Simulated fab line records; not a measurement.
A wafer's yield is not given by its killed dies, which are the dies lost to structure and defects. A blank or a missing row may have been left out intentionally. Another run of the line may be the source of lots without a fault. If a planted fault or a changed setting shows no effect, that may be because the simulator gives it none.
Split-lot experiment -- flow n5-finfet -- 7 lots, 21 wafers read, on a route of 1938 steps

== ABOUT THE SPLIT ==
At N5_BEOL_M2_COAT_67 (time 60 s, resist thk 60 nm), the setting spin-rpm was moved away from the recipe's 1500 rpm on 6 of the 21 wafers read, by -8.6% to +4.9%. For the rest of the wafers, this setting stayed at what the recipe calls for.

Reading taken at the split's own step.

== THE READING ==
SOC_of_BEOL_M2_COAT_67.thk-nm (the simulator's own value, which no gauge read), in nm, at N5_BEOL_M2_COAT_67 (time 60 s, resist thk 60 nm). The file does not state a usual value for it. The 15 wafers here that ran the recipe average 60.0 nm, standard deviation 0.15 nm.

wafer,"tool, chamber at the split","spin-rpm as run, rpm",against the recipe,"SOC_of_BEOL_M2_COAT_67.thk-nm, nm",against lot-mates on the recipe
L075.4,"litho-track-02, 0",1500,recipe,59.8,-
L075.5,"litho-track-02, 0",1441,-3.9%,61.4,+1.6
L075.6,"litho-track-02, 0",1441,-3.9%,61.2,+1.4
L080.2,"litho-track-02, 0",1500,recipe,60,-
L080.4,"litho-track-02, 0",1500,recipe,60,-
L080.6,"litho-track-02, 0",1500,recipe,59.8,-
L087.1,"litho-track-02, 0",1500,recipe,60.2,-
L087.2,"litho-track-02, 0",1500,recipe,60,-
L087.5,"litho-track-02, 0",1371,-8.6%,62.8,+2.7
L091.1,"litho-track-04, 0",1500,recipe,60.2,-
L091.3,"litho-track-04, 0",1574,+4.9%,59,-1.2
L091.5,"litho-track-04, 0",1574,+4.9%,59,-1.2
L092.2,"litho-track-01, 0",1500,recipe,59.8,-
L092.3,"litho-track-01, 0",1500,recipe,60,-
L092.4,"litho-track-01, 0",1500,recipe,60,-
L095.1,"litho-track-02, 0",1500,recipe,60.2,-
L095.6,"litho-track-02, 0",1500,recipe,60.2,-
L095.4,"litho-track-02, 0",1500,recipe,60,-
L096.1,"litho-track-04, 0",1500,recipe,59.8,-
L096.2,"litho-track-04, 0",1500,recipe,60,-
L096.5,"litho-track-04, 0",1376,-8.3%,62.6,+2.7

FIT RESULTS
A straight line over all 21 wafers: SOC_of_BEOL_M2_COAT_67.thk-nm changes by -0.291 nm for each +1% of spin-rpm; r = -0.98; the points scatter about the line by 0.2 nm.
The same after taking each lot's own level away (the mean of its wafers on the recipe; 21 wafers): -0.307 nm for each +1%; r = -0.99; scatter 0.15 nm.
On that fit, the largest move of spin-rpm shifts the reading by 2.6 nm.
Measured against the standard deviation above, the lots' own levels, which go from 59.80 to 60.20 nm, span 2.7 times it.
Hence the lot-to-lot level has little effect on the slope; both slopes agree.
Check: with one of the wafers moved furthest among these (-8.6%) left out of the fit, the line predicts +2.72 nm for it against its lot-mates. Against them it came out at +2.7 nm.

== OTHER SPLITS APPLIED TO THESE WAFERS ==
Before the reading, these wafers also passed through other splits. Each is held against what the fit with the lots' levels taken away leaves over:
other split on the same wafers,wafers away from the commonest value,r with SOC_of_BEOL_M2_COAT_67.thk-nm (lot level and that fit taken away)
N5_SDB_CUT_ETCH_26 bias-w,as run: not given for these wafers,-
N5_MOL_CONTACT_COAG_ETCH_106 source-w,6,+0.14
N5_MOL_CONTACT_COAG_ETCH_110 bias-w,6,-0.01
N5_MOL_CONTACT_COAG_ALD_27 ald-cycles,9,+0.22
N5_BEOL_M0_CUTY_EXPOSE_54 dose-mj,8,+0.71
N5_BEOL_M0_ETCH_138 source-w,9,+0.58
N5_BEOL_M1_COAT_22 spin-rpm,8,-0.49
N5_BEOL_M1_TRENCH_ETCH_37 bias-w,7,-0.17
N5_BEOL_M1_ALD_84 ald-cycles,10,-0.10

== THE FILE'S OWN FIT ==
SOC_of_BEOL_M2_COAT_67.thk-nm changes by -0.315 nm for each +1% of spin-rpm, r = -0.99.
